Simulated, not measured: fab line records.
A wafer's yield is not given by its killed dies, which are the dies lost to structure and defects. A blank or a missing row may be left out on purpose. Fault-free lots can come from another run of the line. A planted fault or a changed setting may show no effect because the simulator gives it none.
Struck lot and sound lot, side by side / flow nand harc / 15 out of 1159 route steps
Sound: the wafers L486.1, L486.2, L486.5. Struck: wafer L476.4. Last of all comes the cause.
Per side, at each step with rows, come the tool, then ch with its chambers, and then its first start. Under that, the readings that differ: sound wafers / struck wafers / difference of the means / sigmas: that difference in standard deviations of wafers without a fault.
alike: same words and numbers on both sides, and readings whose means sit less than 2 such deviations apart. not compared: any withheld reading, any reading some wafer has no value for, any bound like >300 that may hide the same value, and any number with overlapping values for which the record gives no deviation.
The two part at a step that has a row with sigmas, a row that says differs or no value, or rows on one side only. When numbers do not overlap yet have no deviation, they are printed without sigmas and do not part them. A reading that every wafer of one side lacks parts them only if that side has two wafers or more.

first, 2 steps without rows for these wafers: NHARC_P_M2_ETCH_35 (etches the open film in N2/H2, target depth 40 nm, overetch 12 nm, time 43.94 s); NHARC_P_M2_ETCH_15 (etches the open film in C4F8/Ar, target depth 182.5 nm, time 91.2 s).
NHARC_P_M2_CD_MEAS_16:
  struck on cd sem-02, day 7 12:16; sound on cd sem-02, day 10 01:25
  alike: cd nm
NHARC_P_M2_STRIP_18: strips in N2/H2.
  sound on rie diel-04 ch 1,2,3, day 10 01:31; struck on rie diel-04 ch 0, day 7 12:25
reading=throttle valve pct (%); sound=14.176 14.182 14.184; struck=14.158; difference=-0.023; sigmas=-2
  alike: drypump motor current A, oes product au, rf vpp V, showerhead plenum p Torr
  not compared: rf hours counter h
NHARC_P_M2_ETCH_28: etches the open film in CF4/N2, target depth 30 nm, time 72.99 s.
  sound on rie diel-04 ch 0,1,2; struck on rie diel-04 ch 0
  alike: drypump motor current A, oes product au, rf vpp V, showerhead plenum p Torr, throttle valve pct
  not compared: rf hours counter h
then, 2 steps without rows for these wafers: NHARC_P_M2_STRIP_19 (strips in post etch residue remover, time 600 s); NHARC_P_M2_DEGAS_29 (time 60 s).
NHARC_P_M2_PRE_CLEAN_30: time 30 s.
  sound on pvd sputter-01; struck on pvd sputter-02
  alike: heater power w
NHARC_P_M2_PVD_20: deposits TaN, target thk 5 nm, time 8.06 s.
  sound on pvd sputter-01; struck on pvd sputter-02
  alike: throttle valve pct
NHARC_P_M2_PVD_21: deposits Cu, target thk 30 nm, time 20.49 s.
  sound on pvd sputter-01; struck on pvd sputter-02
  alike: throttle valve pct
then, 2 steps without rows for these wafers: NHARC_P_M2_ECD_22 (material Cu, target thk 400 nm); NHARC_P_M2_ANNEAL_31 (time 90 s).
NHARC_P_M2_CMP_23: polishes, t overpolish 20 s, target thk 144.3 nm.
  sound on cmp-01 ch 2,3, day 10 03:13; struck on cmp-04 ch 1, day 7 14:10
reading=time to endpoint s (s); sound=27 29 30; struck=13; difference=-16; sigmas=-5
  alike: motor current A, retaining ring pressure frac
NHARC_P_M2_THK_MEAS_24: measures by xrf.
  struck on film metro-01, day 7 14:35; sound on film metro-02, day 10 03:32
reading=thk nm (nm); sound=142.5 143.7 141.9; struck=137.2; difference=-5.5; sigmas=-4
  not compared: hold
-- jump in the record: it breaks off in module P_M2 and resumes in module END (first step shown: number 1159 of the route), and 14 days separate the struck wafers' starts before and after --
NHARC_END_SORT_01:
  sound on prober-01 ch 0, day 23 10:47; struck on prober-01 ch 0, day 21 10:24
reading=killed at periphery; sound=0 1 1; struck=5; difference=+4; sigmas=+2
reading=killed open; sound=0 2 1; struck=5; difference=+4; sigmas=+2
  alike: defect limited yield, killed at array, killed at other, killed dies, killed short, sort_bin_2_pct, sort_bin_3_pct, sort_bin_4_pct, sort n pass, sort rim yield pct, sort yield pct

## WHERE THEY PART
Earliest at NHARC_P_M2_STRIP_18; latest, in this record, at NHARC_END_SORT_01.

WHY: the cause the simulator had injected
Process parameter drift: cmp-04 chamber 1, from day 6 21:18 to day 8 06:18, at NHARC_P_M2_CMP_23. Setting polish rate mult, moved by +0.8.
